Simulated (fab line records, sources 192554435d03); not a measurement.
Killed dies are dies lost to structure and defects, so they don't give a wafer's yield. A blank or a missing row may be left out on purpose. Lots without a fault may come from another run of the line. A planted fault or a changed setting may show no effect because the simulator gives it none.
Which tool did it? | flow n5_finfet | 24 lots, 72 wafers sampled, at 2 steps of a route of 1938

WHAT THE GAUGES READ, wafer by wafer
N5_BEOL_M7_CD_MEAS_18: pitch 80 nm, target cd 40 nm.
lot  | measured     | on        | cd_nm (nm)
L075 | day 10 02:50 | cd_sem-02 | 39.6 41.1 40.5
L077 | day 10 12:32 | cd_sem-01 | 41.0 40.8 41.0
L074 | day 10 15:20 | cd_sem-01 | 39.8 38.7 39.3
L076 | day 10 15:28 | cd_sem-03 | 40.2 40.4 40.7
L079 | day 11 13:27 | cd_sem-03 | 40.6 41.6 40.3
L078 | day 11 16:04 | cd_sem-03 | 39.8 38.5 39.6
L081 | day 11 23:11 | cd_sem-03 | 39.8 40.4 40.7
L080 | day 12 06:21 | cd_sem-01 | 40.5 40.6 40.0
L083 | day 12 20:40 | cd_sem-03 | 41.6 40.9 40.1
L084 | day 13 05:55 | cd_sem-03 | 39.6 39.2 39.4
L082 | day 13 06:05 | cd_sem-03 | 41.3 39.7 40.3
L085 | day 13 08:22 | cd_sem-03 | 39.1 40.9 39.6
L086 | day 13 11:29 | cd_sem-03 | 40.4 41.0 40.4
L087 | day 13 14:49 | cd_sem-01 | 40.8 41.5 40.8
L088 | day 14 07:51 | cd_sem-03 | 40.1 39.8 39.8
L090 | day 14 12:01 | cd_sem-02 | 40.9 40.7 40.1
L089 | day 14 12:26 | cd_sem-01 | 40.6 40.9 41.2
L091 | day 14 16:16 | cd_sem-02 | 41.5 42.0 40.6
L092 | day 14 23:19 | cd_sem-01 | 41.0 40.4 40.6
L093 | day 14 23:28 | cd_sem-03 | 40.6 41.4 41.2
L097 | day 15 08:03 | cd_sem-02 | 38.8 39.9 38.7
L094 | day 15 17:29 | cd_sem-03 | 39.0 39.7 39.3
L095 | day 15 23:17 | cd_sem-01 | 39.0 39.7 39.0
L096 | day 16 04:17 | cd_sem-01 | 40.5 40.5 40.3

N5_BEOL_M7_CD_MEAS_28: target cd 40 nm.
lot  | measured     | on        | cd_nm (nm)
L075 | day 10 06:02 | cd_sem-01 | 40.07 40.32 39.82
L077 | day 10 13:02 | cd_sem-03 | 40.08 39.60 40.18
L074 | day 10 17:01 | cd_sem-03 | 39.96 40.20 40.46
L076 | day 10 17:04 | cd_sem-03 | 39.65 39.92 40.03
L079 | day 11 14:01 | cd_sem-03 | 40.61 40.17 40.37
L078 | day 11 17:44 | cd_sem-01 | 40.26 40.60 39.95
L081 | day 12 00:52 | cd_sem-02 | 40.30 40.18 40.05
L080 | day 12 06:56 | cd_sem-02 | 40.36 39.98 40.05
L083 | day 12 23:38 | cd_sem-02 | 40.51 40.17 40.08
L084 | day 13 06:28 | cd_sem-02 | 39.83 39.82 40.40
L082 | day 13 06:30 | cd_sem-01 | 40.05 39.43 39.73
L085 | day 13 09:35 | cd_sem-01 | 40.45 40.12 40.00
L086 | day 13 13:05 | cd_sem-01 | 40.01 40.02 39.52
L087 | day 13 15:13 | cd_sem-02 | 40.11 40.08 40.07
L088 | day 14 08:10 | cd_sem-03 | 39.63 40.27 39.82
L090 | day 14 14:04 | cd_sem-01 | 39.98 39.60 39.89
L089 | day 14 14:17 | cd_sem-03 | 40.10 40.07 40.22
L091 | day 14 16:35 | cd_sem-01 | 39.77 40.22 40.29
L092 | day 15 01:32 | cd_sem-02 | 40.01 40.34 40.16
L093 | day 15 01:22 | cd_sem-03 | 39.65 40.56 40.06
L097 | day 15 10:30 | cd_sem-02 | 39.95 39.61 40.03
L094 | day 15 21:59 | cd_sem-02 | 39.68 39.96 39.81
L095 | day 16 00:59 | cd_sem-03 | 39.56 39.94 40.69
L096 | day 16 05:13 | cd_sem-02 | 40.59 40.38 39.89

WHICH TOOL RAN EACH LOT (tool, then ch and the chambers of the sampled wafers, then the start)
The record holds no process step before these readings.

WHAT THE TOOLS THEMSELVES READ (means of the sampled wafers that have a number; where no wafer has one, the mark that the record gives instead)
The record holds no such reading with a usual standard deviation.

THE ANSWER, worked out from the rows above alone
Rule: what is usual is taken from the lots themselves. Put in order of their means at a reading, lots are off if they are a third of the lots or fewer, leave a main group of 4 or more, and stand apart from it by a gap of 3 or more times the standard deviation of the main group's means; of several such gaps the widest counts. A main group whose means are all the same, to the digits that the tables above print for the reading, isn't used. A lot without any number at a reading at which 4 lots or more have one is off too. The other lots that the step has rows for count as sound. The gauges are gone through in route order, then the tools' own readings, and for those a lot's mean is taken as printed above. The first step at which some lot is off is used, and at that step the reading that is off furthest; a lot without a number counts as furthest.
No lot is off at any reading shown: from this, nothing can be told.

WHAT THE SIMULATOR HAD PUT IN
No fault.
